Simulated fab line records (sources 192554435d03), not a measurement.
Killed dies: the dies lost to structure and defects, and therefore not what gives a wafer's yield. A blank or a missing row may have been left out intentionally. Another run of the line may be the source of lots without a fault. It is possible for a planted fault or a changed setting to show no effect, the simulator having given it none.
A single fault, viewed from 2 desks :: flow n5 finfet :: each desk holds nothing but its own numbers, with what lay behind them at the end

## FOR THE TOOL OWNER'S DESK: ald metal-03
The tool's own readings at N5_BEOL_M4_ALD_84 (deposits TaN, pulse time 2 s, purge time 3 s, co reactant purge time 2 s): means of the sampled wafers that have a number, for each lot that ran on this tool. The brackets show how far a lot's mean lies from the usual mean; more than 4 standard deviations puts the lot out of limits, marked OUT.
Columns: A = heater power w at N5_BEOL_M4_ALD_84, usual 422 W
lot: L310
first seen here: day 7 20:20
A: 426

lot: L314
first seen here: day 8 15:16
A: 429

lot: L319
first seen here: day 10 03:47
A: 424

lot: L323
first seen here: day 11 00:52
A: 419

lot: L327
first seen here: day 12 00:37
A: 407

lot: L326
first seen here: day 12 06:18
A: 409
This desk's finding: nothing out of limits on any of the 6 lots.

## FROM THE METROLOGY DESK
Lot by lot, what the gauges showed, no matter which tool ran the lot: averages of those sampled wafers that carry a number. The brackets show how far a lot's mean lies from the usual mean; more than 4 standard deviations puts the lot out of limits, marked OUT. Readings shown: 7 of its 10, picked as those furthest out on some lot.
Columns: A = DIBL_N at N5_BEOL_M4_RC_MEAS_101, usual 36.4 mV/V; B = DIBL_P at N5_BEOL_M4_RC_MEAS_101, usual 36.6 mV/V; C = IOFF_N at N5_BEOL_M4_RC_MEAS_101, usual 0.155 nA/um; D = IOFF_P at N5_BEOL_M4_RC_MEAS_101, usual 0.211 nA/um; E = ION_N at N5_BEOL_M4_RC_MEAS_101, usual 671 uA/um; F = ION_P at N5_BEOL_M4_RC_MEAS_101, usual 462 uA/um; G = VT_P at N5_BEOL_M4_RC_MEAS_101, usual -250.1 mV
lot: L310
first seen here: day 7 23:52
A: 35.6
B: 35.0
C: 0.138
D: 0.194
E: 675
F: 461
G: -251.8

lot: L314
first seen here: day 8 18:59
A: 35.6
B: 35.3
C: 0.140
D: 0.167
E: 666
F: 451
G: -255.5

lot: L319
first seen here: day 10 08:18
A: 37.5
B: 36.2
C: 0.156
D: 0.202
E: 675
F: 460
G: -249.2

lot: L323
first seen here: day 11 04:31
A: 36.8
B: 35.3
C: 0.149
D: 0.194
E: 670
F: 460
G: -251.1

lot: L327
first seen here: day 12 04:40
A: 37.4
B: 37.5
C: 0.163
D: 0.219
E: 668
F: 460
G: -249.6

lot: L326
first seen here: day 12 09:46
A: 37.7
B: 37.6
C: 0.159
D: 0.246
E: 668
F: 465
G: -248.8

lot: L332
first seen here: day 13 09:25
A: 33.9
B: 34.7
C: 0.141
D: 0.188
E: 675
F: 469
G: -250.1

lot: L331
first seen here: day 13 15:49
A: 39.1
B: 40.7
C: 0.204
D: 0.262
E: 687
F: 470
G: -247.6

lot: L333
first seen here: day 13 20:34
A: 37.5
B: 37.6
C: 0.163
D: 0.175
E: 680
F: 457
G: -256.7
This desk's finding: nothing out of limits on any of the 9 lots.

## PUT TOGETHER
Nothing out of limits was seen by the tool owner's desk.
Metrology desk: nothing out of limits seen.

## WHAT THE SIMULATOR PUT IN
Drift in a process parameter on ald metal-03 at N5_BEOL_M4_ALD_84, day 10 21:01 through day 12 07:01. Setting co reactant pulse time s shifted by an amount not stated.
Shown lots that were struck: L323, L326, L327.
